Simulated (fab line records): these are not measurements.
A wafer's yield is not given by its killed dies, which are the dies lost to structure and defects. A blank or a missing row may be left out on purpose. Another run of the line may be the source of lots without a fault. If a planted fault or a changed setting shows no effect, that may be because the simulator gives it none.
Chamber matching ; flow n5Finfet ; N5_BEOL_M0_CUTY_ETCH_63 on rieDiel-01: 4 sister chambers
The step etches SOC in N2/H2, target depth 82.7 nm, overetch 16.5 nm, time 124 s. 22 wafers are shown with their chamber, then 11 later ones without.

## EACH WAFER AND ITS CHAMBER
wafer;chamber;showerheadPlenumPTorr (Torr);throttleValvePct (%);drypumpMotorCurrentA (A)
L075.1;3;2.67;17.80;6.2
L075.2;1;2.70;17.55;5.6
L075.5;0;2.43;18.00;5.6
L077.3;2;2.62;18.17;5.1
L077.5;0;2.43;18.02;5.6
L077.6;3;2.67;17.81;6.2
L080.2;1;2.70;17.56;5.6
L080.5;3;2.66;17.84;6.2
L080.6;0;2.43;18.01;5.6
L084.1;3;2.66;17.83;6.2
L084.3;2;2.61;18.20;5.0
L084.6;0;2.43;18.04;5.6
L083.2;2;2.61;18.20;5.0
L083.5;3;2.66;17.81;6.2
L083.6;0;2.42;18.06;5.6
L085.2;0;2.42;18.04;5.7
L085.5;3;2.66;17.83;6.2
L085.6;0;2.42;18.05;5.7
L086.3;3;2.66;17.82;6.2
L086.4;1;2.69;17.59;5.6
L086.5;0;2.42;18.04;5.6
L087.1;3;2.66;17.84;6.3

SIGNATURES, as means of the wafers listed above
reading;chamber 0;chamber 1;chamber 2;chamber 3;scatter within a chamber
showerheadPlenumPTorr;2.4250;2.6967;2.6133;2.6625;0.00518
throttleValvePct;18.0325;17.5667;18.1900;17.8225;0.0182
drypumpMotorCurrentA;5.625;5.600;5.033;6.213;0.0411
Rule: distance of a wafer from a chamber = root of the sum over the readings of ((wafer's reading minus chamber's mean) / reading's scatter) squared. The wafer belongs to the nearest chamber; if the next one is less than 2 further off, it can't be placed. The scatter: take each reading less its chamber's mean, square it, sum over the shown wafers, divide by the number of wafers less the number of chambers, and take the root.

## WAFERS WHOSE CHAMBER IS MISSING
wafer;showerheadPlenumPTorr (Torr);throttleValvePct (%);drypumpMotorCurrentA (A)
L087.4;2.66;17.83;6.2
L087.5;2.69;17.59;5.6
L089.1;2.69;17.58;5.6
L089.2;2.65;17.87;6.2
L089.4;2.61;18.20;5.0
L092.4;2.42;18.07;5.7
L092.5;2.65;17.88;6.2
L092.6;2.42;18.07;5.6
L096.1;2.41;18.08;5.6
L096.3;2.68;17.62;5.6
L096.4;2.65;17.88;6.3

## THE CHAMBER EACH PASSED THROUGH
wafer;from the rows above;in truth
L087.4;3;3
L087.5;1;1
L089.1;1;1
L089.2;3;3
L089.4;2;2
L092.4;0;0
L092.5;3;3
L092.6;0;0
L096.1;0;0
L096.3;1;1
L096.4;3;3
Correctly placed: 11 of 11. Number that these rows cannot place: 0. Wrongly placed: 0.
